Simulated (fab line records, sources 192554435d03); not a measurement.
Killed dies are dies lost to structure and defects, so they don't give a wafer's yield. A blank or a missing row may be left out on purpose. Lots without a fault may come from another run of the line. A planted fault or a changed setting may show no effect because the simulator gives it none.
Which tool did it? | flow n5_finfet | 23 lots, 69 wafers sampled, at 3 steps of a route of 1938

WHAT THE GAUGES READ, wafer by wafer
N5_BEOL_M7_INSPECT_13: inspects for defects (brightfield). Usual: raw_defect_count 420, standard deviation 100.
lot  | measured     | on                | raw_defect_count | flag
L075 | day 8 16:13  | defect_inspect-01 | 397 379 472      |
L074 | day 9 00:42  | defect_inspect-02 | 720 484 570      |
L076 | day 9 12:25  | defect_inspect-01 | 280 268 409      |
L077 | day 9 15:30  | defect_inspect-01 | 418 393 415      |
L079 | day 9 21:29  | defect_inspect-02 | 541 358 440      |
L078 | day 10 03:37 | defect_inspect-02 | 473 453 411      |
L080 | day 10 04:56 | defect_inspect-02 | 386 498 455      |
L081 | day 10 08:19 | defect_inspect-01 | 513 318 305      |
L082 | day 10 15:38 | defect_inspect-01 | 226 330 377      |
L083 | day 10 20:23 | defect_inspect-01 | 305 379 316      |
L084 | day 11 11:54 | defect_inspect-02 | 293 481 379      |
L087 | day 12 05:09 | defect_inspect-01 | 354 469 512      |
L086 | day 12 09:00 | defect_inspect-01 | 330 308 374      |
L085 | day 12 09:52 | defect_inspect-02 | 410 520 491      |
L088 | day 13 04:22 | defect_inspect-01 | 399 385 403      |
L089 | day 13 04:38 | defect_inspect-01 | 457 337 378      |
L091 | day 13 05:04 | defect_inspect-01 | 290 217 228      |
L090 | day 13 06:46 | defect_inspect-02 | 518 523 527      |
L092 | day 13 07:29 | defect_inspect-01 | 727 412 657      |
L094 | day 13 12:02 | defect_inspect-02 | 365 557 409      |
L095 | day 14 06:35 | defect_inspect-01 | 535 476 426      |
L096 | day 14 11:17 | defect_inspect-02 | 276 303 302      |
L097 | day 15 01:48 | defect_inspect-02 | 436 419 441      |

WHICH TOOL RAN EACH LOT (tool, then ch and the chambers of the sampled wafers, then the start)
lot  | N5_BEOL_M6_PRE_CLEAN_45      | N5_BEOL_M7_HM_DEP_02
L075 | pvd_sputter-02, day 8 10:55  | pvd_sputter-01, day 8 15:40
L074 | pvd_sputter-01, day 8 18:52  | pvd_sputter-02, day 9 00:08
L076 | pvd_sputter-01, day 9 07:07  | pvd_sputter-02, day 9 11:52
L077 | pvd_sputter-03, day 9 10:52  | pvd_sputter-03, day 9 15:04
L079 | pvd_sputter-01, day 9 18:03  | pvd_sputter-03, day 9 21:02
L078 | pvd_sputter-03, day 10 00:10 | pvd_sputter-03, day 10 03:12
L080 | pvd_sputter-03, day 10 00:55 | pvd_sputter-03, day 10 04:23
L081 | pvd_sputter-03, day 10 03:42 | pvd_sputter-01, day 10 07:46
L082 | pvd_sputter-01, day 10 12:40 | pvd_sputter-03, day 10 15:04
L083 | pvd_sputter-01, day 10 15:49 | pvd_sputter-01, day 10 19:58
L084 | pvd_sputter-03, day 11 07:01 | pvd_sputter-02, day 11 11:21
L087 | pvd_sputter-01, day 12 00:23 | pvd_sputter-01, day 12 04:41
L086 | pvd_sputter-03, day 12 04:18 | pvd_sputter-01, day 12 08:34
L085 | pvd_sputter-01, day 12 04:34 | pvd_sputter-01, day 12 09:19
L088 | pvd_sputter-01, day 13 01:03 | pvd_sputter-03, day 13 03:56
L089 | pvd_sputter-01, day 13 01:10 | pvd_sputter-01, day 13 04:05
L091 | pvd_sputter-02, day 13 01:52 | pvd_sputter-01, day 13 04:38
L090 | pvd_sputter-03, day 13 03:42 | pvd_sputter-03, day 13 06:13
L092 | pvd_sputter-01, day 13 04:01 | pvd_sputter-02, day 13 06:56
L094 | pvd_sputter-02, day 13 08:29 | pvd_sputter-02, day 13 11:29
L095 | pvd_sputter-02, day 14 02:22 | pvd_sputter-03, day 14 06:02
L096 | pvd_sputter-03, day 14 06:10 | pvd_sputter-02, day 14 10:44
L097 | pvd_sputter-02, day 14 19:23 | pvd_sputter-02, day 14 23:46
- N5_BEOL_M6_PRE_CLEAN_45: time 30 s.
- N5_BEOL_M7_HM_DEP_02: deposits TiN, target thk 20 nm.

WHAT THE TOOLS THEMSELVES READ (means of the sampled wafers that have a number; where no wafer has one, the mark that the record gives instead)
N5_BEOL_M6_PRE_CLEAN_45. Usual: heater_power_w 330 W, standard deviation 23.
lot  | tool           | heater_power_w (W) | flag
L075 | pvd_sputter-02 | 354                |
L074 | pvd_sputter-01 | 322                |
L076 | pvd_sputter-01 | 308                |
L077 | pvd_sputter-03 | 352                |
L079 | pvd_sputter-01 | 329                |
L078 | pvd_sputter-03 | 344                |
L080 | pvd_sputter-03 | 336                |
L081 | pvd_sputter-03 | 320                |
L082 | pvd_sputter-01 | 317                |
L083 | pvd_sputter-01 | 335                |
L084 | pvd_sputter-03 | 343                |
L087 | pvd_sputter-01 | 351                |
L086 | pvd_sputter-03 | 340                |
L085 | pvd_sputter-01 | 328                |
L088 | pvd_sputter-01 | 322                |
L089 | pvd_sputter-01 | 344                |
L091 | pvd_sputter-02 | 312                |
L090 | pvd_sputter-03 | 338                |
L092 | pvd_sputter-01 | 358                |
L094 | pvd_sputter-02 | 312                |
L095 | pvd_sputter-02 | 308                |
L096 | pvd_sputter-03 | 337                |
L097 | pvd_sputter-02 | 335                |

N5_BEOL_M7_HM_DEP_02. Usual: throttle_valve_pct 29.9 %, standard deviation 0.9.
lot  | tool           | throttle_valve_pct (%) | flag
L075 | pvd_sputter-01 | 29.2                   |
L074 | pvd_sputter-02 | 30.1                   |
L076 | pvd_sputter-02 | 30.2                   |
L077 | pvd_sputter-03 | 30.3                   |
L079 | pvd_sputter-03 | 29.8                   |
L078 | pvd_sputter-03 | 31.2                   |
L080 | pvd_sputter-03 | 30.4                   |
L081 | pvd_sputter-01 | 29.6                   |
L082 | pvd_sputter-03 | 30.3                   |
L083 | pvd_sputter-01 | 29.1                   |
L084 | pvd_sputter-02 | 29.5                   |
L087 | pvd_sputter-01 | 29.7                   |
L086 | pvd_sputter-01 | 29.3                   |
L085 | pvd_sputter-01 | 29.5                   |
L088 | pvd_sputter-03 | 30.0                   |
L089 | pvd_sputter-01 | 29.3                   |
L091 | pvd_sputter-01 | 28.4                   |
L090 | pvd_sputter-03 | 30.6                   |
L092 | pvd_sputter-02 | 29.3                   |
L094 | pvd_sputter-02 | 29.4                   |
L095 | pvd_sputter-03 | 31.3                   |
L096 | pvd_sputter-02 | 30.7                   |
L097 | pvd_sputter-02 | 30.2                   |

THE ANSWER, worked out from the rows above alone
Rule: a lot is off if the mean of its wafers that have a number lies more than 3 standard deviations from the usual mean. A lot without any number at a reading at which 4 lots or more have one is off too. The other lots that the step has rows for count as sound. The gauges are gone through in route order, then the tools' own readings, and for those a lot's mean is taken as printed above. The first step at which some lot is off is used, and at that step the reading that is off furthest; a lot without a number counts as furthest.
No lot is off at any reading shown: from this, nothing can be told.

WHAT THE SIMULATOR HAD PUT IN
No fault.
